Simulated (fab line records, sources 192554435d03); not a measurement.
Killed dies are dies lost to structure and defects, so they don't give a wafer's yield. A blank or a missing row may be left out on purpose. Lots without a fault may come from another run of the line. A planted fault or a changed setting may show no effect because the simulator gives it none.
Split-lot experiment | flow n5_finfet | 7 lots, 39 wafers read, on a route of 1938 steps

THE SPLIT
At N5_SD_EPI_P_ETCH_16 (etches SiO2 in CHF3/O2, target depth 5 nm), the setting target_depth_a was moved away from the recipe's 50 angstrom on 18 of the 39 wafers read, by -5.7% to +12.6%. The other wafers ran this setting at the recipe's value.

The reading is taken at the split's own step.

THE READING
etch.depth_nm (the simulator's own value, which no gauge read), in nm, at N5_SD_EPI_P_ETCH_16 (etches SiO2 in CHF3/O2, target depth 5 nm). The file gives no usual value for it. The 21 wafers here that ran the recipe average 4.877 nm, standard deviation 0.11 nm.

wafer  | tool, chamber at the split | target_depth_a as run, angstrom | against the recipe | etch.depth_nm, nm | against lot-mates on the recipe
L074.2 | rie_diel-06, 2             | 50                              | recipe             | 4.768             | -
L074.5 | rie_diel-06, 1             | 50                              | recipe             | 5.098             | -
L074.6 | rie_diel-06, 2             | 50                              | recipe             | 4.757             | -
L077.1 | rie_diel-03, 2             | 50                              | recipe             | 5.03              | -
L077.2 | rie_diel-03, 0             | 53.39                           | +6.8%              | 5.271             | +0.307
L077.3 | rie_diel-03, 3             | 53.39                           | +6.8%              | 5.168             | +0.204
L077.4 | rie_diel-03, 0             | 53.39                           | +6.8%              | 5.257             | +0.293
L077.5 | rie_diel-03, 2             | 50                              | recipe             | 4.987             | -
L077.6 | rie_diel-03, 3             | 50                              | recipe             | 4.875             | -
L081.1 | rie_diel-03, 1             | 50                              | recipe             | 5.003             | -
L081.2 | rie_diel-03, 3             | 50                              | recipe             | 4.779             | -
L081.3 | rie_diel-03, 2             | 52.21                           | +4.4%              | 5.21              | +0.321
L081.4 | rie_diel-03, 0             | 50                              | recipe             | 4.884             | -
L081.5 | rie_diel-03, 3             | 52.21                           | +4.4%              | 5.02              | +0.131
L081.6 | rie_diel-03, 0             | 52.21                           | +4.4%              | 5.081             | +0.192
L083.1 | rie_diel-02, 3             | 50                              | recipe             | 4.766             | -
L083.2 | rie_diel-02, 1             | 50                              | recipe             | 4.921             | -
L083.3 | rie_diel-02, 0             | 47.16                           | -5.7%              | 4.65              | -0.247
L083.4 | rie_diel-02, 2             | 50                              | recipe             | 5.003             | -
L083.5 | rie_diel-02, 2             | 47.16                           | -5.7%              | 4.746             | -0.151
L083.6 | rie_diel-02, 3             | 47.16                           | -5.7%              | 4.436             | -0.461
L088.1 | rie_diel-03, 3             | 50                              | recipe             | 4.787             | -
L088.2 | rie_diel-03, 0             | 48.07                           | -3.9%              | 4.619             | -0.221
L088.3 | rie_diel-03, 2             | 50                              | recipe             | 4.942             | -
L088.4 | rie_diel-03, 1             | 48.07                           | -3.9%              | 4.837             | -0.003
L088.5 | rie_diel-03, 3             | 48.07                           | -3.9%              | 4.605             | -0.235
L088.6 | rie_diel-03, 0             | 50                              | recipe             | 4.79              | -
L089.1 | rie_diel-02, 1             | 50                              | recipe             | 4.932             | -
L089.2 | rie_diel-02, 0             | 56.32                           | +12.6%             | 5.497             | +0.734
L089.3 | rie_diel-02, 2             | 56.32                           | +12.6%             | 5.581             | +0.818
L089.4 | rie_diel-02, 3             | 50                              | recipe             | 4.692             | -
L089.5 | rie_diel-02, 0             | 56.32                           | +12.6%             | 5.467             | +0.704
L089.6 | rie_diel-02, 3             | 50                              | recipe             | 4.664             | -
L092.1 | rie_diel-02, 0             | 50                              | recipe             | 4.862             | -
L092.2 | rie_diel-02, 1             | 50                              | recipe             | 4.928             | -
L092.3 | rie_diel-02, 2             | 50                              | recipe             | 4.946             | -
L092.4 | rie_diel-02, 0             | 52.45                           | +4.9%              | 5.132             | +0.220
L092.5 | rie_diel-02, 2             | 52.45                           | +4.9%              | 5.206             | +0.294
L092.6 | rie_diel-02, 1             | 52.45                           | +4.9%              | 5.173             | +0.261

THE FIT
A straight line over all 39 wafers: etch.depth_nm changes by +0.0507 nm for each +1% of target_depth_a; r = +0.92; the points scatter about the line by 0.1 nm.
The same after taking each lot's own level away (the mean of its wafers on the recipe; 39 wafers): +0.053 nm for each +1%; r = +0.93; scatter 0.1 nm.
On that fit, the largest move of target_depth_a shifts the reading by 0.67 nm.
The lots' own levels span 4.7627 to 4.9640 nm, that is 1.8 times the standard deviation above.
So the lot-to-lot level changes the slope little: the two slopes agree.
Check: with one of the wafers moved furthest among these (+12.6%) left out of the fit, the line predicts +0.659 nm for it against its lot-mates. It came out at +0.734 nm against them.

OTHER SPLITS ON THESE WAFERS
These wafers also went through other splits before the reading. Each is held against what the fit with the lots' levels taken away leaves over:
other split on the same wafers       | wafers away from the commonest value | r with etch.depth_nm (lot level and that fit taken away)
N5_DUMMY_GATE_EXPOSE_12 dose_mj      | 18                                   | +0.17
N5_SD_EPI_N_EPI_21 epi_growth_time_s | 12                                   | -0.04

THE FILE'S OWN FIT
etch.depth_nm changes by +0.0532 nm for each +1% of target_depth_a, r = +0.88.
